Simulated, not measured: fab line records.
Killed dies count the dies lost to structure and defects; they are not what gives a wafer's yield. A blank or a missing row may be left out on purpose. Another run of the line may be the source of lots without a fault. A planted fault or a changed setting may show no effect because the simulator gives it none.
fab line records	flow n5-finfet
[record] lots = 5	wafers = 13	last-day = 17
route steps=1938 shown MOL_CONTACT_COAG@623 BEOL_M0_SAQP@632 BEOL_M0@715 BEOL_M4@1111 PASSIVATION@1936
lots that met no fault: taken from a fault-free run of the same line
start-h: hours from the record's opening day to when the first of the lot's shown wafers began	wait-h: how many hours have passed since the lot's step before this one	" repeats the value in the row above	L1.1+2: a row that stands for several wafers	- either no value or no given start	* or withheld: withheld	< > ~ a bound
route shown NAME@n: a module of which the file shows steps, and the number in the route of the first	usual: mean/standard deviation taken from wafers without a fault	same: alike in all rows	chamber/n: place in a boat	sites: the reading at each site	_std_site: the standard deviation of these	_edge_site: outer sites' mean less inner sites'	radius-mm: for every site, how far away it sits from the centre of the wafer	mask NAME#n: copy n	behind: tool/chamber where the wafer was last shaped	hold: why the lot was held/for how many hours/how that ended	device: the n, p or np transistor that did not switch	end of line: tests run on the same wafers once the route is complete	step lacking rows: just its recipe	killed: dies lost to structure and defects at the first sort, not the wafer's yield	map: a wafer's dies, marking killed ones x, the rest . and places with no die _
set.NAME: the run value of the setting; set.NAME@STEP: its run value at that earlier step	model.NAME: the simulator's own value behind a step, which no gauge read
a table for each step, a row for each wafer; lots at some steps of the route
services: the hour from which a tool's chamber was out of use, counted from the record's first day as start-h (under 0 if before that day), plus the number of hours and why
[[steps]]
[step N5_MOL_CONTACT_COAG_PRE_CLEAN_121]
[recipe] gas = H2/He	time-s = *	temp-c = withheld
[step N5_MOL_CONTACT_COAG_CVD_140]
[recipe] material = W	target-thk-a = 665	mode = selective-fill	temp-c = 300	time-s = 215
[step N5_MOL_CONTACT_COAG_PRECLEAN_127]
[recipe] chemistry = DIW	time-s = 57.5	temp-c = 23
[step N5_MOL_CONTACT_COAG_SRD_128]
[recipe] dry-time-s = 32	dry = n2-spin	spin-rpm = 1500
[step N5_MOL_CONTACT_COAG_CMP_52]
[recipe] stop-on = SiO2	t-overpolish-s = 1.5	post-cmp-clean = w-dilute-nh4oh	down-force-psi = 4	platen-rpm = 50.289	pad-velocity-m-s = 1.0006	target-thk-nm = 66.5
[step N5_MOL_CONTACT_COAG_ANNEAL_112]
[recipe] temp-c = 400	time-s = 1800	ambient = HPD2	pressure-atm = 10
[step N5_BEOL_M0_SAQP_PECVD_00]
[recipe] material = SiCN	target-thk-a = 80	temp-c = withheld	precursor = 3MS/NH3	pressure-torr = 3	rf-w = 202	time-s = 14
[step N5_BEOL_M0_SAQP_ILD_DEP_01]
[recipe] material = SiOC	target-thk-a = 454.19	temp-c = 350	precursor = DEMS/O2	pressure-torr = 5	rf-w = 500	time-s = 8.7
[step N5_BEOL_M0_SAQP_HM_DEP_02]
[recipe] material = TiN	target-thk-a = 120	temp-c = 25	chamber-pressure-pa = 0.49996
[step N5_BEOL_M0_SAQP_PECVD_03]
[recipe] material = SiCN	target-thk-a = 120	temp-c = withheld	precursor = 3MS/NH3	pressure-torr = 3	rf-w = 202	time-s = 21.1
[usual] chamber-pressure-Torr = 3.000/0.0075	run-length-s = 51.2/0.58	showerhead-plenum-p-Torr = 3.665/0.015	throttle-valve-pct = 9.0/0.68
lot.wafer	tool	chamber	start-h	wait-h	chamber-pressure-Torr	run-length-s	showerhead-plenum-p-Torr	throttle-valve-pct	model.SiCN_of_BEOL_M0_SAQP_PECVD_03.thk-nm
L767.1	pecvd-04	2	159.59	0.1	3.001	51.3	3.665	9.0	11.8
L767.2	"	1	"	"	3.002	57.5	3.664	8.9	15.2
L767.4	"	1	"	"	2.985	51.0	3.673	8.8	11.8
L768.1	pecvd-04	1	165.47	0.1	2.999	51.5	3.679	9.1	11.4
L768.6	"	1	"	"	2.998	58.1	3.670	9.1	15.2
L770.2	pecvd-04	1	174.13	0.1	3.008	57.9	3.678	9.1	15
L770.6	"	0	"	"	2.998	58.0	3.655	8.6	15.4
L777.4	pecvd-02	1	217.32	0.1	3.000	51.8	3.695	10.3	12
L777.5	"	2	"	"	2.993	50.5	3.651	8.2	12
L777.6	"	0	"	"	2.996	52.0	3.661	8.6	12.2
L782.1	pecvd-04	2	247.64	0.1	2.996	51.1	3.673	8.8	11.8
L782.2	"	1	"	"	2.984	51.2	3.689	9.0	11.4
L782.6	"	2	"	"	2.998	50.9	3.653	8.7	11.8
[step N5_BEOL_M0_SAQP_PECVD_96]
[recipe] material = a-Si	target-thk-a = 450	temp-c = 350	precursor = SiH4/He	pressure-torr = 3	rf-w = 100	time-s = 45.2
[step N5_BEOL_M0_SAQP_PECVD_97]
[recipe] material = SiNx	target-thk-a = 230	temp-c = 350	precursor = SiH4/NH3/N2	pressure-torr = 1.5	rf-w = 300	time-s = 19.9
[step N5_BEOL_M0_SAQP_PECVD_04]
[recipe] material = a-Si	target-thk-a = 600	temp-c = 350	precursor = SiH4/He	pressure-torr = 3	rf-w = 100	time-s = 60.2
[step N5_BEOL_M0_SAQP_HM_DEP_111]
[recipe] material = SiO2	target-thk-a = 120	temp-c = 400	precursor = SiH4/N2O	pressure-torr = 0.75	rf-w = 275	time-s = 7.2
[step N5_BEOL_M0_SAQP_COAT_81]
[recipe] resist = SOC	temp-c = 250	time-s = 60	spin-rpm = 1500	resist-thk-nm = 100
[step N5_BEOL_M0_SAQP_COAT_82]
[recipe] resist = SiARC	temp-c = 220	time-s = 60	spin-rpm = 1500	resist-thk-nm = 30
[step N5_BEOL_M0_SAQP_COAT_08]
[recipe] resist = CAR-ArF	spin-rpm = 1500	resist-thk-nm = 90
[step N5_BEOL_M0_SAQP_EBR_10]
[recipe] solvent = PGMEA	ebr-width-mm = 1.5
[step N5_BEOL_M0_SAQP_SOFTBAKE_09]
[recipe] temp-c = 110	time-s = 60	resist = CAR-ArF
[step N5_BEOL_M0_SAQP_EXPOSE_11]
[recipe] mask-id = M0_CORE	na = 1.35	source-shape = dipole	sigma-inner = 0.538	sigma-outer = 0.738	polarization = te	target-cd-nm = 42	dose-mj = 55
[step N5_BEOL_M0_SAQP_PEB_12]
[recipe] peb-temp-c = withheld	peb-time-s = 60	resist = CAR-ArF
[step N5_BEOL_M0_SAQP_DEVELOP_13]
[recipe] develop-time-s = 30	developer = TMAH	resist = CAR-ArF	dev-temp-c = 23	rinse-liquid = diw	dry = air-spin
[step N5_BEOL_M0_SAQP_DESCUM_19]
[recipe] chemistry = O2	time-s = 7.9	source-power-w = 50	bias-power-w = 20	pressure-mtorr = 20	rf-frequency-hz = 2.712e+07	temp-c = 40	resist = CAR-ArF	o2-flow-sccm = 225
[step N5_BEOL_M0_SAQP_ETCH_83]
[recipe] chemistry = CF4	target = SiARC	target-depth-a = 390	mask-material = CAR-ArF	time-s = 65	ion-energy-ev = 80	pressure-mtorr = 40	source-w = 545	bias-w = 36	Ar_flow_sccm = 100	cf4-flow-sccm = 100	ends = cleared
[step N5_BEOL_M0_SAQP_ETCH_84]
[recipe] chemistry = N2/H2	target = SOC	target-depth-a = 1000	overetch-a = 200	mask-material = SiARC	temp-c = 40	time-s = 150	ion-energy-ev = 200	pressure-mtorr = 30	source-w = 840	bias-w = 150	n2-flow-sccm = 200	h2-flow-sccm = 200
[step N5_BEOL_M0_SAQP_STRIP_80]
[recipe] chemistry = N2/H2	temp-c = 40	n2-flow-sccm = 200	h2-flow-sccm = 200	rf-frequency-hz = 6e+07
[step N5_BEOL_M0_SAQP_HM_OPEN_112]
[recipe] chemistry = CHF3/O2	target = SiO2	stop-on = a-Si	target-depth-a = 120	over-etch-frac = 1.25	mask-material = SOC	time-s = 13.5	pressure-mtorr = 30	source-w = 650	bias-w = 170	Ar_flow_sccm = 200	CHF3_flow_sccm = 50	O2_flow_sccm = 5	ion-energy-ev = 200	ends = end-point
[step N5_BEOL_M0_SAQP_STRIP_113]
[recipe] chemistry = CHF3/O2	resist = SiARC	rf-frequency-hz = 6e+07
[step N5_BEOL_M0_SAQP_MANDREL_ETCH_20]
[recipe] target-depth-a = 600	chemistry = HBr/Cl2	target = a-Si	stop-on = SiNx	bt-time-s = 10	mask-material = SOC	over-etch-frac = 0.5	time-s = 30	pressure-mtorr = 10	icp-w = 800	bias-w = 75	HBr_flow_sccm = 150	Cl2_flow_sccm = 80	ends = end-point
[step N5_BEOL_M0_SAQP_STRIP_86]
[recipe] chemistry = N2/H2	power-w = 500	temp-c = 40	pressure-mtorr = 50	rf-frequency-hz = 6e+07	overash-fraction = 0.3	bias-power-w = 28	h2-frac = 0.5	n2-flow-sccm = 300	h2-flow-sccm = 300
[step N5_BEOL_M0_SAQP_STRIP_115]
[recipe] chemistry = post-etch-residue-remover	time-s = 60	temp-c = 25	remover-ph = withheld	remover-water-wt-pct = withheld	remover-fluoride-wt-pct = withheld
[step N5_BEOL_M0_SAQP_SRD_93]
[recipe] dry = ipa-marangoni	time-s = 30	temp-c = 23	rinse-liquid = diw
[step N5_BEOL_M0_SAQP_RECESS_114]
[recipe] chemistry = HF/NH3	target = SiO2	target-depth-a = 144	afs-cycles = 3	temp-c = 30	sublimation-temp-c = 180	sublimation-time-s = 60
[step N5_BEOL_M0_SAQP_SPACER1_ALD_98]
[recipe] material = SiO2	target-thk-a = 128	temp-c = 300	ald-precursor-family = BDEAS	ald-co-reactant = O2-plasma	pulse-time-s = 1	purge-time-s = 2	co-reactant-purge-time-s = 2	ald-cycles = 138	pressure-torr = 2
[step N5_BEOL_M0_SAQP_SPACER1_ETCHBACK_99]
[recipe] chemistry = CHF3/O2	mode = anisotropic-etchback	target = SiO2	target-depth-a = 154	time-s = 7.7	pressure-mtorr = 30	source-w = 650	bias-w = 170	Ar_flow_sccm = 200	CHF3_flow_sccm = 50	O2_flow_sccm = 5	ion-energy-ev = 200
[step N5_BEOL_M0_SAQP_RECESS_109]
[recipe] chemistry = HF/NH3	target = SiO2	target-depth-a = 30	afs-cycles = 1	temp-c = 30	sublimation-temp-c = 180	sublimation-time-s = 60
[usual] drypump-motor-current-A = 5.69/0.21	foreline-p-Torr = 0.1280/0.00048	temp-c = 29.98/0.1
lot.wafer	tool	chamber	start-h	wait-h	drypump-motor-current-A	foreline-p-Torr	temp-c	model.SiCN_of_BEOL_M0_SAQP_PECVD_03.thk-nm
L767.1	vapor-etch-02	0	163.07	0.0	5.40	0.1277	30.20	8.4
L767.2	"	1	"	"	5.72	0.1283	30.00	11.4
L767.4	"	1	"	"	5.69	0.1286	29.89	8.2
L768.1	vapor-etch-01	0	169.01	0.0	6.05	0.1277	29.99	7.8
L768.6	"	0	"	"	6.03	0.1281	30.08	11.6
L770.2	vapor-etch-02	0	177.82	0.0	5.43	0.1275	30.00	11.2
L770.6	"	0	"	"	5.46	0.1272	30.10	11.8
L777.4	vapor-etch-02	0	220.89	0.1	5.43	0.1283	29.99	8.4
L777.5	"	1	"	"	5.70	0.1282	29.82	8.6
L777.6	"	0	"	"	5.41	0.1283	29.89	8.6
L782.1	vapor-etch-02	1	251.05	0.0	5.70	0.1280	29.86	8.2
L782.2	"	0	"	"	5.42	0.1281	30.05	7.8
L782.6	"	0	"	"	5.40	0.1283	30.14	8.2
[step N5_BEOL_M0_ETCH_138]
[recipe] chemistry = CH3F/O2	target-depth-a = 120	target = SiCN	time-s = 31.6	ion-energy-ev = 120	pressure-mtorr = 30	source-w = 395	bias-w = 75	Ar_flow_sccm = 150	CH3F_flow_sccm = 30	O2_flow_sccm = 20	ends = cleared
[usual] drypump-motor-current-A = 5.6/0.4	etch-rf-on-time-s = 28.5/1.1	oes-product-au = 0.67/0.074	rf-vpp-V = 296.8/1.4	showerhead-plenum-p-Torr = 1.97/0.05	throttle-valve-pct = 16.36/0.16
lot.wafer	tool	chamber	start-h	wait-h	drypump-motor-current-A	etch-rf-on-time-s	oes-product-au	rf-hours-counter-h	rf-vpp-V	showerhead-plenum-p-Torr	throttle-valve-pct	model.etch.depth-nm	model.SiO2_of_BEOL_M0_SAQP_SPACER2_ALD_26.thk-nm
L767.1	rie-diel-06	0	166.46	0.0	5.7	29.0	0.56	253	296.6	1.98	16.51	8.315	5.2
L767.2	"	3	"	"	5.5	31.3	0.73	58	296.9	1.97	16.27	9.231	4.8
L767.4	"	0	"	"	5.7	28.6	0.56	-	296.2	1.98	16.52	8.17	5.2
L768.1	rie-diel-06	0	171.84	0.0	5.7	27.4	0.56	256	295.5	1.98	16.52	7.836	5.6
L768.6	"	1	"	"	6.2	31.1	0.78	-	295.8	1.95	16.41	9.231	4.8
L770.2	rie-diel-04	0	181.33	0.0	6.1	31.8	0.60	214	298.8	2.06	16.39	9.231	5
L770.6	"	1	"	"	5.1	31.1	0.65	-	295.7	1.93	16.67	9.231	4.8
L777.4	rie-diel-02	1	223.78	0.0	5.6	29.1	0.60	214	293.7	1.88	16.16	8.481	5.2
L777.5	"	1	"	"	5.6	29.5	0.60	-	296.1	1.88	16.14	8.556	5.2
L777.6	"	2	"	"	4.8	29.8	0.63	-	298.6	2.04	16.16	8.658	5.2
L782.1	rie-diel-06	1	254.09	0.0	6.2	27.6	0.73	69	296.3	1.94	16.47	8.227	5
L782.2	"	3	"	"	5.5	26.7	0.71	92	297.0	1.96	16.35	7.808	5.4
L782.6	"	3	"	"	5.5	28.3	0.71	-	295.0	1.96	16.35	8.237	5.2
[step N5_BEOL_M0_HM_OPEN_105]
[recipe] chemistry = Cl2/BCl3	target-depth-a = 120	target = TiN	ion-energy-ev = 150	pressure-mtorr = 10	icp-w = 1000	bias-w = 126	Cl2_flow_sccm = 53.25	bcl3-flow-sccm = 21.75	Ar_flow_sccm = 25
[usual] drypump-motor-current-A = 5.9/0.35	oes-product-au = 0.73/0.077	throttle-valve-pct = 22.11/0.3
lot.wafer	tool	chamber	start-h	wait-h	drypump-motor-current-A	oes-product-au	rf-hours-counter-h	throttle-valve-pct	model.SiO2_of_BEOL_M0_SAQP_SPACER2_ALD_26.thk-nm
L767.1	rie-metal-02	1	168.70	2.2	6.0	0.73	71	22.08	2.6
L767.2	"	0	"	"	5.4	0.77	39	21.63	2.4
L767.4	"	0	"	"	5.4	0.77	-	21.62	2.8
L768.1	rie-metal-01	0	173.23	1.3	5.3	0.62	114	22.35	3.2
L768.6	"	0	"	"	5.3	0.61	-	22.35	2.4
L770.2	rie-metal-02	1	181.47	0.1	6.0	0.72	73	22.08	2.6
L770.6	"	1	"	"	6.0	0.74	-	22.09	2.4
L777.4	rie-metal-02	1	226.33	2.5	6.0	0.72	-	22.09	2.8
L777.5	"	1	"	"	6.0	0.72	-	22.12	2.6
L777.6	"	0	"	"	5.4	0.75	-	21.64	2.8
L782.1	rie-metal-03	0	256.09	2.0	5.9	0.81	32	21.88	2.6
L782.2	"	0	"	"	6.0	0.81	-	21.88	3
L782.6	"	0	"	"	6.0	0.82	-	21.88	2.8
[step N5_BEOL_M0_ETCH_128]
[recipe] chemistry = CF4/N2	target-depth-a = 120	overetch-a = 51	target = SiCN	time-s = 21.4	ion-energy-ev = 150	pressure-mtorr = 40	source-w = 430	bias-w = 70	Ar_flow_sccm = 100	cf4-flow-sccm = 60	n2-flow-sccm = 60
[usual] cf4-flow-sccm = 60.00/0.18	drypump-motor-current-A = 5.6/0.4	n2-flow-sccm = 59.98/0.18	oes-product-au = 0.54/0.063	rf-vpp-V = 381.6/1.7	showerhead-plenum-p-Torr = 2.18/0.053	throttle-valve-pct = 15.49/0.15
lot.wafer	tool	chamber	start-h	wait-h	cf4-flow-sccm	drypump-motor-current-A	n2-flow-sccm	oes-product-au	rf-hours-counter-h	rf-vpp-V	showerhead-plenum-p-Torr	throttle-valve-pct	model.etch.depth-nm
L767.1	rie-diel-02	0	169.27	0.2	60.41	5.9	60.17	0.49	228	383.8	2.28	15.47	8.315
L767.2	"	1	"	"	60.05	5.6	60.27	0.57	196	379.5	2.10	15.32	11.47
L767.4	"	2	"	"	60.10	4.8	59.82	0.52	-	383.9	2.26	15.31	8.17
L768.1	rie-diel-06	0	173.82	0.2	60.27	5.7	60.15	0.54	257	382.5	2.18	15.64	12
L768.6	"	1	"	"	59.94	6.2	60.17	0.72	-	383.3	2.15	15.53	11.66
L770.2	rie-diel-04	3	182.39	0.5	60.01	5.5	59.86	0.61	123	378.5	2.13	15.47	11.29
L770.6	"	1	"	"	60.16	5.1	59.89	0.60	-	380.2	2.13	15.76	11.79
L777.4	rie-diel-06	0	226.60	0.0	60.25	5.7	60.05	0.63	13	380.9	2.17	15.16	8.481
L777.5	"	1	"	"	59.99	6.2	59.99	0.59	-	382.7	2.15	15.58	8.556
L777.6	"	0	"	"	60.13	5.7	60.13	0.64	-	381.3	2.17	15.16	8.658
L782.1	rie-diel-02	1	256.83	0.2	59.99	5.6	60.17	0.47	228	378.0	2.09	15.39	8.227
L782.2	"	3	"	"	59.89	5.2	59.79	0.67	76	379.9	2.16	15.60	12
L782.6	"	2	"	"	60.32	4.8	59.85	0.50	-	383.7	2.25	15.36	8.237
[step N5_BEOL_M4_RC_MEAS_101]
[usual] DIBL_N = 37.3/2.3	DIBL_P = 37.4/2.9	IOFF_N = 0.18/0.045	IOFF_P = 0.25/0.054	ION_N = 679/15	ION_P = 468/9.7	SS_N = 71.8/0.62	SS_P = 73.6/0.76	VT_N = 248/4.1	VT_P = -248/3.6
lot.wafer	tool	chamber	start-h	wait-h	DIBL_N[mV/V]	DIBL_P[mV/V]	IOFF_N[nA/um]	IOFF_P[nA/um]	ION_N[uA/um]	ION_P[uA/um]	SS_N[mV/dec]	SS_P[mV/dec]	VT_N[mV]	VT_P[mV]
L767.1	prober-02	0	215.84	0.0	36.0	34.1	0.14	0.21	672	467	71.5	73.0	252	-248
L767.2	"	0	"	"	39.8	38.8	0.20	0.29	676	469	72.7	74.6	247	-246
L767.4	"	0	"	"	38.3	37.0	0.19	0.28	689	479	72.2	74.0	242	-244
L768.1	prober-02	0	217.87	0.0	36.9	37.5	0.17	0.22	681	476	71.2	73.7	252	-250
L768.6	"	0	"	"	37.7	37.9	0.17	0.23	679	464	71.3	73.6	251	-250
L770.2	prober-02	0	236.62	0.2	37.3	38.8	0.20	0.23	690	473	72.1	74.6	243	-251
L770.6	"	0	"	"	38.1	38.6	0.18	0.22	669	454	72.2	74.0	250	-252
L777.4	prober-01	0	274.70	0.5	39.5	39.7	0.21	0.24	694	464	72.2	73.9	242	-250
L777.5	"	0	"	"	37.1	37.3	0.16	0.20	675	461	72.1	73.2	250	-252
L777.6	"	0	"	"	37.6	37.8	0.18	0.22	674	462	71.8	73.6	243	-249
L782.1	prober-02	0	301.45	0.0	37.2	36.9	0.20	0.31	704	488	71.1	73.8	247	-243
L782.2	"	0	"	"	34.1	32.9	0.12	0.21	657	469	71.4	73.2	256	-249
L782.6	"	0	"	"	37.6	36.2	0.18	0.26	673	471	72.6	73.4	249	-246
[step N5_PASSIVATION_PROBE_49]
[usual] defect-limited-yield = 91.3/1.5	killed_at_M0_to_M3 = 35/8.7	killed_at_M4_up = 14/5.5	killed-at-contacts = 11/5.6	killed-at-front-end = 39/13	killed-at-other = 3.7/2.2	killed-dies = 103/18	killed-open = 69/14	killed-short = 33/7.8	sort_bin_5_function = 5.1/0.99	sort_bin_6_memory = 3.3/0.67	sort-n-pass = 1077/18	sort-yield-pct = 91.2/1.5
[same] gross-dies = 1180	killed-at-back-side = 0	sort_bin_4_leakage[%] = 0	sort_bin_8_speed[%] = 0
lot.wafer	tool	chamber	start-h	wait-h	defect-limited-yield[%]	killed_at_M0_to_M3	killed_at_M4_up	killed-at-contacts	killed-at-front-end	killed-at-other	killed-dies	killed-open	killed-short	sort_bin_5_function[%]	sort_bin_6_memory[%]	sort-n-pass	sort-yield-pct[%]
L767.1	prober-01	-	312.86	0.0	93.2	20	11	16	33	0	80	56	24	4.2	2.1	1100	93.2
L767.2	prober-01	-	312.91	0.1	88.3	37	12	22	63	4	138	99	34	6.6	4.2	1042	88.3
L767.4	prober-01	-	313.01	0.2	91.4	31	18	8	40	5	102	72	30	4.7	3.6	1078	91.4
L768.1	prober-01	-	325.63	0.0	93.6	20	7	3	41	5	76	44	32	4.0	2.3	1104	93.6
L768.6	prober-01	-	325.88	0.3	93.3	15	9	6	45	4	79	47	30	4.1	2.5	1101	93.3
L770.2	prober-02	-	350.47	0.1	91.5	53	9	13	23	2	100	73	27	5.0	3.0	1080	91.5
L770.6	prober-02	-	350.67	0.3	92.6	36	7	26	14	4	87	67	20	4.4	2.6	1093	92.6
// killed by level:class
L767.1 MOL_CONTACT_COAG:geometric-particle:open=12 BEOL_M2:geometric-particle:open=7 STARTING-WAFER:geometric-particle:short=6 GATE_CUT:geometric-particle:open=5 DUMMY_GATE:geometric-particle:open=4 MOL_CONTACT_COAG:geometric-particle:short=4 BEOL_M1:geometric-particle:open=4 BEOL_M7:geometric-particle:open=4
L767.2 FIN_SAQP:geometric-particle:open=17 MOL_CONTACT_COAG:geometric-particle:open=15 BEOL_M2:geometric-particle:open=12 DUMMY_GATE:geometric-particle:open=11 BEOL_M3:geometric-particle:open=10 GATE_CUT:geometric-particle:short=7 MOL_CONTACT_COAG:geometric-particle:short=7 FIN_SAQP:geometric-particle:short=5
L767.4 DUMMY_GATE:geometric-particle:open=12 BEOL_M1:geometric-particle:open=10 MOL_CONTACT_COAG:geometric-particle:open=7 GATE_CUT:geometric-particle:short=6 BEOL_M2:geometric-particle:open=6 FIN_SAQP:geometric-particle:open=5 BEOL_M0_SAQP:geometric-particle:short=5 BEOL_M4:geometric-particle:open=5
L768.1 STI_FIN_REVEAL:geometric-particle:open=10 FIN_SAQP:geometric-particle:short=8 GATE_CUT:geometric-particle:short=5 BEOL_M0_SAQP:geometric-particle:short=5 BEOL_M1:geometric-particle:open=5 BEOL_M4:geometric-particle:open=5 DUMMY_GATE:geometric-particle:open=4 FIN_SAQP:geometric-particle:open=3
L768.6 FIN_SAQP:geometric-particle:open=13 STI_FIN_REVEAL:geometric-particle:open=7 GATE_CUT:geometric-particle:short=7 MOL_CONTACT_COAG:geometric-particle:open=6 BEOL_M0_SAQP:geometric-particle:short=6 FIN_SAQP:geometric-particle:short=5 GATE_CUT:geometric-particle:open=4 BEOL_M3:geometric-particle:open=3
L770.2 BEOL_M2:geometric-particle:open=15 MOL_CONTACT_COAG:geometric-particle:open=9 BEOL_M1:geometric-particle:open=8 BEOL_M0_SAQP:geometric-particle:open=7 BEOL_M0_SAQP:geometric-particle:short=7 BEOL_M3:geometric-particle:open=7 FIN_SAQP:geometric-particle:open=5 GATE_CUT:geometric-particle:short=5
L770.6 MOL_CONTACT_COAG:geometric-particle:open=24 BEOL_M0_SAQP:geometric-particle:open=8 BEOL_M0:geometric-particle:open=8 BEOL_M2:geometric-particle:open=7 FIN_SAQP:geometric-particle:open=5 BEOL_M4:geometric-particle:open=4 BEOL_M2:geometric-particle:short=3 BEOL_M0_SAQP:geometric-particle:short=3
[[services]]
tool	chamber	start-h	hours	kind
rie-metal-01	0	136.66	11.7	repair
pecvd-04	0	142.65	15.8	repair
rie-diel-06	2	148.52	29.0	repair
pecvd-02	-	156.71	0.9	repair
rie-diel-02	3	166.84	4.9	repair
rie-diel-02	-	177.25	2.8	pm
rie-diel-06	0	177.60	-	clean
rie-diel-06	0	177.60	-	consumable-replace:focus-ring
rie-diel-06	0	177.60	13.5	scheduled-down
rie-diel-06	0	177.60	13.5	vent-cycle
rie-diel-04	2	179.58	5.0	repair
pecvd-04	1	186.97	5.1	repair
rie-diel-02	0	197.42	3.8	repair
pecvd-04	0	213.15	5.5	scheduled-down
pecvd-04	-	216.52	1.1	repair
pecvd-04	0	230.12	17.9	repair
rie-diel-02	0	240.73	-	clean
rie-diel-02	0	240.73	-	consumable-replace:focus-ring
rie-diel-02	0	240.73	20.3	scheduled-down
rie-diel-02	0	240.73	20.3	vent-cycle
rie-metal-03	1	242.06	-	clean
rie-metal-03	1	242.06	17.2	scheduled-down
rie-diel-06	0	247.66	11.7	repair
rie-metal-02	-	250.83	14.6	pm
[[key]]
[first-sign] step = N5_BEOL_M0_SAQP_PECVD_03	reading = run-length-s	direction = up	sigmas = 12	usual = *	struck = *
[effect] step = N5_BEOL_M0_ETCH_138	reading = etch-rf-on-time-s	direction = up	sigmas = 2.6	usual = *	struck = *
[model-effect] step = N5_BEOL_M0_SAQP_PECVD_03	value = SiCN_of_BEOL_M0_SAQP_PECVD_03.thk-nm	without = 11.5	struck = 15.2
[model-effect] step = N5_BEOL_M0_SAQP_RECESS_109	value = SiCN_of_BEOL_M0_SAQP_PECVD_03.thk-nm	without = 7.85	struck = 11.5
[model-effect] step = N5_BEOL_M0_ETCH_138	value = etch.depth-nm	without = 7.881	struck = 9.231
[model-effect] step = N5_BEOL_M0_HM_OPEN_105	value = SiO2_of_BEOL_M0_SAQP_SPACER2_ALD_26.thk-nm	without = 2.8	struck = 2.45
[model-effect] step = N5_BEOL_M0_ETCH_128	value = etch.depth-nm	without = 10.01	struck = 11.55
met-at N5_BEOL_M0_SAQP_PECVD_03
struck-wafers L767.2,L768.6,L770.2,L770.6
[fault] kind = process-parameter-drift	tool = pecvd-04	chamber = -	onset-h = 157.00	steps = N5_BEOL_M0_SAQP_PECVD_03	channel = time-s	offset = *	shape = step	end-h = 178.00	scope = struck-wafers-only	acts-in = *	stated = *
